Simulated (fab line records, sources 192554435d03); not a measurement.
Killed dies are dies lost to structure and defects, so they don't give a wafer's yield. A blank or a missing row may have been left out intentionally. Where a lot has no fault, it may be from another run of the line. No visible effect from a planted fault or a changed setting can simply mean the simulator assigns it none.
fab line records + flow n5_finfet
record:
- lots: 11
- wafers: 31
- last_day: 17
route steps=1938 shown BEOL_M3@989 BEOL_M4@1111
lots that met no fault: taken from a fault-free run of the same line
start_h: hours from the record's opening day to when the first of the lot's shown wafers began + wait_h: time in hours since the lot's previous step + " the same as in the row above + L1.1+2: a single row standing in for several wafers + - no value, or no start was given + * or withheld: withheld + < > ~ a bound
route shown NAME@n: a module of which the file shows steps, and the number in the route of the first + usual: mean and standard deviation over wafers with no fault + same: alike in all rows + chamber/n: place in a boat + sites: per-site readings + _std_site: the standard deviation of these + _edge_site: inner sites' mean taken away from outer sites' mean + radius_mm: for every site, how far away it sits from the centre of the wafer + mask NAME#n: copy n + behind: the tool/chamber that last shaped the wafer + hold: the reason the lot was held/the length of the hold in hours/how it ended + device: the n, p or np transistor that did not switch + end of line: the route-end tests of the same wafers + a step with no rows: only its recipe + killed: at the first sort, the dies lost to defects and structure; wafer yield is something else + map: per-die view of a wafer (x killed, . not killed, _ where there is no die)
set.NAME: setting as actually run; set.NAME@STEP: the setting as run at that earlier step + model.NAME: the simulator's own value behind a step, which no gauge read
steps of the route over a sample of lots; a table a step, a row a wafer
services: when a tool's chamber went out of use (start_h, in hours from the record's first day, below 0 if earlier), for how many hours, and the reason
== steps ==
step: N5_BEOL_M3_DEGAS_44
recipe:
- ambient: vacuum
- temp_c: 250
- time_s: 60
usual:
- heater_power_w: 331/16
| lot.wafer | tool           | chamber | start_h | wait_h | heater_power_w |
|-----------|----------------|---------|---------|--------|----------------|
| L829.3    | pvd_sputter-02 | -       | 149.76  | 0.2    | 338            |
| L829.4    | "              | -       | "       | "      | 355            |
| L829.5    | "              | -       | "       | "      | 297            |
| L830.1    | pvd_sputter-02 | -       | 154.91  | 0.0    | 326            |
| L830.2    | "              | -       | "       | "      | 351            |
| L830.3    | "              | -       | "       | "      | 342            |
| L832.1    | pvd_sputter-03 | -       | 158.62  | 0.4    | 354            |
| L832.3    | "              | -       | "       | "      | 360            |
| L832.6    | "              | -       | "       | "      | 341            |
| L833.1    | pvd_sputter-01 | -       | 171.25  | 0.7    | 344            |
| L833.5    | "              | -       | "       | "      | 323            |
| L833.6    | "              | -       | "       | "      | 341            |
| L834.3    | pvd_sputter-02 | -       | 171.74  | 0.2    | 301            |
| L834.4    | "              | -       | "       | "      | 338            |
| L834.5    | "              | -       | "       | "      | 335            |
| L836.2    | pvd_sputter-03 | -       | 193.87  | 0.6    | 329            |
| L836.3    | "              | -       | "       | "      | 338            |
| L838.1    | pvd_sputter-01 | -       | 210.21  | 0.2    | 323            |
| L838.5    | "              | -       | "       | "      | 326            |
| L847.2    | pvd_sputter-03 | -       | 259.15  | 0.2    | 315            |
| L847.4    | "              | -       | "       | "      | 353            |
| L847.5    | "              | -       | "       | "      | 338            |
| L848.3    | pvd_sputter-03 | -       | 266.22  | 0.0    | 350            |
| L848.5    | "              | -       | "       | "      | 313            |
| L848.6    | "              | -       | "       | "      | 330            |
| L849.2    | pvd_sputter-03 | -       | 273.21  | 0.2    | 317            |
| L849.4    | "              | -       | "       | "      | 343            |
| L849.6    | "              | -       | "       | "      | 346            |
| L852.2    | pvd_sputter-02 | -       | 283.68  | 0.5    | 356            |
| L852.5    | "              | -       | "       | "      | 302            |
| L852.6    | "              | -       | "       | "      | 350            |
step: N5_BEOL_M3_PRE_CLEAN_45
recipe:
- gas: H2/He
- time_s: 30
- temp_c: 250
usual:
- heater_power_w: 331/16
| lot.wafer | tool           | chamber | start_h | wait_h | heater_power_w |
|-----------|----------------|---------|---------|--------|----------------|
| L829.3    | pvd_sputter-02 | -       | 149.80  | 0.0    | 332            |
| L829.4    | "              | -       | "       | "      | 349            |
| L829.5    | "              | -       | "       | "      | 295            |
| L830.1    | pvd_sputter-02 | -       | 154.95  | 0.0    | 329            |
| L830.2    | "              | -       | "       | "      | 345            |
| L830.3    | "              | -       | "       | "      | 329            |
| L832.1    | pvd_sputter-03 | -       | 158.66  | 0.0    | 345            |
| L832.3    | "              | -       | "       | "      | 358            |
| L832.6    | "              | -       | "       | "      | 338            |
| L833.1    | pvd_sputter-01 | -       | 171.29  | 0.0    | 345            |
| L833.5    | "              | -       | "       | "      | 327            |
| L833.6    | "              | -       | "       | "      | 338            |
| L834.3    | pvd_sputter-02 | -       | 171.78  | 0.0    | 300            |
| L834.4    | "              | -       | "       | "      | 341            |
| L834.5    | "              | -       | "       | "      | 334            |
| L836.2    | pvd_sputter-03 | -       | 193.91  | 0.0    | 325            |
| L836.3    | "              | -       | "       | "      | 335            |
| L838.1    | pvd_sputter-01 | -       | 210.25  | 0.0    | 314            |
| L838.5    | "              | -       | "       | "      | 323            |
| L847.2    | pvd_sputter-03 | -       | 259.19  | 0.0    | 307            |
| L847.4    | "              | -       | "       | "      | 358            |
| L847.5    | "              | -       | "       | "      | 337            |
| L848.3    | pvd_sputter-03 | -       | 266.26  | 0.0    | 350            |
| L848.5    | "              | -       | "       | "      | 316            |
| L848.6    | "              | -       | "       | "      | 330            |
| L849.2    | pvd_sputter-03 | -       | 273.25  | 0.0    | 315            |
| L849.4    | "              | -       | "       | "      | 353            |
| L849.6    | "              | -       | "       | "      | 339            |
| L852.2    | pvd_sputter-02 | -       | 283.72  | 0.0    | 355            |
| L852.5    | "              | -       | "       | "      | 302            |
| L852.6    | "              | -       | "       | "      | 359            |
step: N5_BEOL_M3_CVD_47
recipe:
- material: Co
- target_thk_a: 30
- temp_c: withheld
- precursor: CCTBA/H2
- pressure_torr: 30
- time_s: 223.8
usual:
- run_length_s: 246.8/0.54
| lot.wafer | tool      | chamber | start_h | wait_h | run_length_s |
|-----------|-----------|---------|---------|--------|--------------|
| L829.3    | cvd_co-01 | 0       | 150.40  | 0.1    | 246.3        |
| L829.4    | "         | 1       | "       | "      | 247.7        |
| L829.5    | "         | 0       | "       | "      | 246.5        |
| L830.1    | cvd_co-01 | 0       | 155.56  | 0.0    | 246.4        |
| L830.2    | "         | 2       | "       | "      | 246.6        |
| L830.3    | "         | 1       | "       | "      | 247.2        |
| L832.1    | cvd_co-01 | 2       | 160.74  | 0.1    | 246.8        |
| L832.3    | "         | 1       | "       | "      | 247.2        |
| L832.6    | "         | 2       | "       | "      | 247.3        |
| L833.1    | cvd_co-01 | 2       | 171.77  | 0.0    | 247.3        |
| L833.5    | "         | 0       | "       | "      | 246.2        |
| L833.6    | "         | 1       | "       | "      | 247.4        |
| L834.3    | cvd_co-02 | 1       | 172.58  | 0.3    | 246.8        |
| L834.4    | "         | 0       | "       | "      | 245.9        |
| L834.5    | "         | 1       | "       | "      | 246.9        |
| L836.2    | cvd_co-01 | 0       | 194.48  | 0.0    | 246.3        |
| L836.3    | "         | 1       | "       | "      | 133.2        |
| L838.1    | cvd_co-01 | 2       | 210.60  | 0.0    | 132.4        |
| L838.5    | "         | 1       | "       | "      | 247.2        |
| L847.2    | cvd_co-01 | 1       | 259.67  | 0.1    | 247.6        |
| L847.4    | "         | 0       | "       | "      | 246.4        |
| L847.5    | "         | 1       | "       | "      | 247.8        |
| L848.3    | cvd_co-01 | 0       | 268.17  | 0.1    | 246.3        |
| L848.5    | "         | 1       | "       | "      | 247.2        |
| L848.6    | "         | 2       | "       | "      | 247.3        |
| L849.2    | cvd_co-01 | 0       | 273.60  | 0.0    | 246.5        |
| L849.4    | "         | 1       | "       | "      | 247.6        |
| L849.6    | "         | 0       | "       | "      | 246.4        |
| L852.2    | cvd_co-01 | 2       | 284.36  | 0.0    | 246.9        |
| L852.5    | "         | 2       | "       | "      | 246.8        |
| L852.6    | "         | 0       | "       | "      | 246.5        |
step: N5_BEOL_M3_SPUTTER_79
recipe:
- material: Cu
- target_thk_a: 45
- temp_c: -20
- chamber_pressure_pa: 0.07
- power_w: withheld
- time_s: 8.29
usual:
- chuck_sensor_temp_C: -16.0/0.52
- throttle_valve_pct: 29.8/0.76
| lot.wafer | tool           | chamber | start_h | wait_h | chuck_sensor_temp_C | throttle_valve_pct |
|-----------|----------------|---------|---------|--------|---------------------|--------------------|
| L829.3    | pvd_sputter-02 | -       | 150.78  | 0.1    | -15.9               | 30.0               |
| L829.4    | "              | -       | "       | "      | -16.1               | 29.4               |
| L829.5    | "              | -       | "       | "      | -16.9               | 28.9               |
| L830.1    | pvd_sputter-03 | -       | 155.96  | 0.1    | -16.0               | 30.9               |
| L830.2    | "              | -       | "       | "      | -16.9               | 30.3               |
| L830.3    | "              | -       | "       | "      | -15.5               | 30.5               |
| L832.1    | pvd_sputter-03 | -       | 161.16  | 0.1    | -16.2               | 31.0               |
| L832.3    | "              | -       | "       | "      | -15.5               | 30.6               |
| L832.6    | "              | -       | "       | "      | -15.9               | 31.2               |
| L833.1    | pvd_sputter-02 | -       | 172.16  | 0.1    | -16.6               | 28.6               |
| L833.5    | "              | -       | "       | "      | -15.5               | 30.5               |
| L833.6    | "              | -       | "       | "      | -16.6               | 28.6               |
| L834.3    | pvd_sputter-02 | -       | 174.00  | 0.1    | -15.4               | 30.6               |
| L834.4    | "              | -       | "       | "      | -15.9               | 29.8               |
| L834.5    | "              | -       | "       | "      | -16.8               | 28.4               |
| L836.2    | pvd_sputter-02 | -       | 194.96  | 0.1    | -15.3               | 30.3               |
| L836.3    | "              | -       | "       | "      | -16.2               | 29.4               |
| L838.1    | pvd_sputter-02 | -       | 210.98  | 0.1    | -16.6               | 28.6               |
| L838.5    | "              | -       | "       | "      | -15.3               | 30.5               |
| L847.2    | pvd_sputter-03 | -       | 260.21  | 0.1    | -15.9               | 29.5               |
| L847.4    | "              | -       | "       | "      | -16.0               | 31.4               |
| L847.5    | "              | -       | "       | "      | -16.1               | 31.0               |
| L848.3    | pvd_sputter-02 | -       | 268.59  | 0.1    | -15.4               | 30.3               |
| L848.5    | "              | -       | "       | "      | -16.0               | 29.3               |
| L848.6    | "              | -       | "       | "      | -15.2               | 30.3               |
| L849.2    | pvd_sputter-03 | -       | 273.98  | 0.1    | -15.6               | 29.5               |
| L849.4    | "              | -       | "       | "      | -17.0               | 29.9               |
| L849.6    | "              | -       | "       | "      | -16.0               | 31.2               |
| L852.2    | pvd_sputter-01 | -       | 285.02  | 0.1    | -15.7               | 29.7               |
| L852.5    | "              | -       | "       | "      | -16.0               | 29.7               |
| L852.6    | "              | -       | "       | "      | -15.4               | 29.6               |
step: N5_BEOL_M4_RC_MEAS_101
usual:
- DIBL_N: 35.9/2.5
- DIBL_P: 36.0/3
- IOFF_N: 0.16/0.047
- IOFF_P: 0.21/0.047
- ION_N: 671/14
- ION_P: 460/8.8
- SS_N: 71.5/0.73
- SS_P: 73.2/0.91
- VT_N: 250/4.3
- VT_P: -251/3.6
| lot.wafer | tool      | chamber | start_h | wait_h | DIBL_N[mV/V] | DIBL_P[mV/V] | IOFF_N[nA/um] | IOFF_P[nA/um] | ION_N[uA/um] | ION_P[uA/um] | SS_N[mV/dec] | SS_P[mV/dec] | VT_N[mV] | VT_P[mV] |
|-----------|-----------|---------|---------|--------|--------------|--------------|---------------|---------------|--------------|--------------|--------------|--------------|----------|----------|
| L829.3    | prober-02 | 0       | 162.56  | 0.3    | 34.8         | 34.4         | 0.14          | 0.19          | 662          | 453          | 71.0         | 73.3         | 250      | -254     |
| L829.4    | "         | 0       | "       | "      | 37.7         | 37.2         | 0.20          | 0.22          | 679          | 465          | 72.4         | 73.2         | 245      | -251     |
| L829.5    | "         | 0       | "       | "      | 34.1         | 33.6         | 0.14          | 0.17          | 653          | 444          | 70.5         | 72.7         | 249      | -256     |
| L830.1    | prober-01 | 0       | 166.79  | 0.0    | 35.4         | 36.4         | 0.15          | 0.18          | 667          | 451          | 71.5         | 73.3         | 253      | -254     |
| L830.2    | "         | 0       | "       | "      | 32.2         | 32.9         | 0.11          | 0.16          | 653          | 451          | 70.5         | 72.3         | 252      | -254     |
| L830.3    | "         | 0       | "       | "      | 35.9         | 37.2         | 0.16          | 0.20          | 682          | 467          | 71.4         | 73.0         | 250      | -254     |
| L832.1    | prober-01 | 0       | 183.32  | 0.3    | 36.9         | 36.9         | 0.17          | 0.21          | 670          | 456          | 71.9         | 72.8         | 250      | -249     |
| L832.3    | "         | 0       | "       | "      | 33.8         | 32.7         | 0.12          | 0.16          | 657          | 446          | 71.5         | 71.5         | 254      | -253     |
| L832.6    | "         | 0       | "       | "      | 35.2         | 33.2         | 0.14          | 0.17          | 665          | 455          | 71.5         | 73.1         | 251      | -254     |
| L833.1    | prober-02 | 0       | 185.16  | 0.0    | 37.0         | 37.4         | 0.17          | 0.22          | 679          | 462          | 72.2         | 73.4         | 250      | -252     |
| L833.5    | "         | 0       | "       | "      | 35.6         | 35.8         | 0.15          | 0.20          | 682          | 463          | 72.4         | 72.9         | 249      | -251     |
| L833.6    | "         | 0       | "       | "      | 33.9         | 33.4         | 0.11          | 0.16          | 653          | 451          | 71.4         | 72.3         | 256      | -253     |
| L834.3    | prober-01 | 0       | 187.33  | 0.3    | 39.6         | 39.0         | 0.24          | 0.26          | 707          | 475          | 71.7         | 74.3         | 241      | -249     |
| L834.4    | "         | 0       | "       | "      | 32.6         | 29.5         | 0.10          | 0.13          | 654          | 447          | 69.6         | 71.7         | 256      | -256     |
| L834.5    | "         | 0       | "       | "      | 40.8         | 38.8         | 0.28          | 0.26          | 684          | 460          | 72.6         | 74.4         | 243      | -248     |
| L836.2    | prober-02 | 0       | 206.96  | 0.2    | 35.2         | 34.8         | 0.16          | 0.17          | 677          | 453          | 71.7         | 72.9         | 250      | -256     |
| L836.3    | "         | 0       | "       | "      | 32.0         | 32.5         | 0.12          | 0.14          | 660          | 452          | 70.7         | 72.5         | 252      | -254     |
| L838.1    | prober-01 | 0       | 222.17  | 0.0    | 31.1         | 29.3         | 0.08          | 0.12          | 650          | 452          | 69.3         | 70.9         | 257      | -257     |
| L838.5    | "         | 0       | "       | "      | 34.7         | 32.0         | 0.12          | 0.14          | 655          | 444          | 70.7         | 71.4         | 253      | -253     |
| L847.2    | prober-02 | 0       | 274.46  | 0.2    | 39.7         | 41.2         | 0.27          | 0.32          | 703          | 470          | 73.1         | 74.6         | 241      | -245     |
| L847.4    | "         | 0       | "       | "      | 38.5         | 39.9         | 0.25          | 0.29          | 690          | 471          | 72.2         | 75.1         | 244      | -245     |
| L847.5    | "         | 0       | "       | "      | 34.5         | 35.4         | 0.15          | 0.23          | 681          | 467          | 71.6         | 73.0         | 248      | -249     |
| L848.3    | prober-01 | 0       | 280.46  | 0.3    | 36.5         | 36.7         | 0.16          | 0.22          | 681          | 465          | 70.9         | 73.4         | 250      | -249     |
| L848.5    | "         | 0       | "       | "      | 38.0         | 36.8         | 0.18          | 0.21          | 690          | 461          | 71.8         | 73.0         | 250      | -252     |
| L848.6    | "         | 0       | "       | "      | 37.2         | 38.1         | 0.17          | 0.25          | 676          | 468          | 72.1         | 73.2         | 250      | -249     |
| L849.2    | prober-01 | 0       | 283.90  | 0.2    | 34.3         | 34.8         | 0.13          | 0.19          | 667          | 460          | 71.5         | 73.0         | 253      | -252     |
| L849.4    | "         | 0       | "       | "      | 35.8         | 37.5         | 0.15          | 0.22          | 654          | 457          | 71.7         | 73.7         | 251      | -249     |
| L849.6    | "         | 0       | "       | "      | 37.4         | 40.5         | 0.21          | 0.29          | 692          | 473          | 72.7         | 74.5         | 243      | -244     |
| L852.2    | prober-01 | 0       | 300.53  | 0.2    | 35.2         | 33.5         | 0.12          | 0.16          | 668          | 458          | 71.1         | 73.0         | 254      | -252     |
| L852.5    | "         | 0       | "       | "      | 39.7         | 39.0         | 0.20          | 0.25          | 673          | 457          | 73.0         | 74.5         | 249      | -250     |
| L852.6    | "         | 0       | "       | "      | 33.6         | 33.2         | 0.11          | 0.16          | 664          | 462          | 70.8         | 72.2         | 253      | -254     |
== services ==
| tool           | chamber | start_h | hours | kind   |
|----------------|---------|---------|-------|--------|
| cvd_co-01      | -       | 129.85  | 14.6  | pm     |
| pvd_sputter-01 | -       | 131.36  | 1.3   | repair |
| cvd_co-02      | -       | 149.86  | 1.0   | repair |
| cvd_co-01      | -       | 237.63  | 2.8   | pm     |
| cvd_co-02      | -       | 273.87  | 6.9   | pm     |
== key ==
first_sign:
- step: N5_BEOL_M3_CVD_47
- reading: run_length_s
- direction: down
- sigmas: 99+
- usual: *
- struck: *
effect none on later readings
met_at N5_BEOL_M3_CVD_47
struck_lots L836,L838
struck_wafers L836.3,L838.1
not_acting_at N5_BEOL_M3_DEGAS_44,N5_BEOL_M3_PRE_CLEAN_45,N5_BEOL_M3_SPUTTER_79
onset_between 171.77 194.48
fault:
- kind: process_parameter_drift
- tool: cvd_co-01
- chamber: -
- onset_h: 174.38
- steps: N5_BEOL_M3_CVD_47
- channel: time_s
- offset: *
- shape: step
- end_h: 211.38
- scope: struck_wafers_only
- acts_in: *
- stated: *
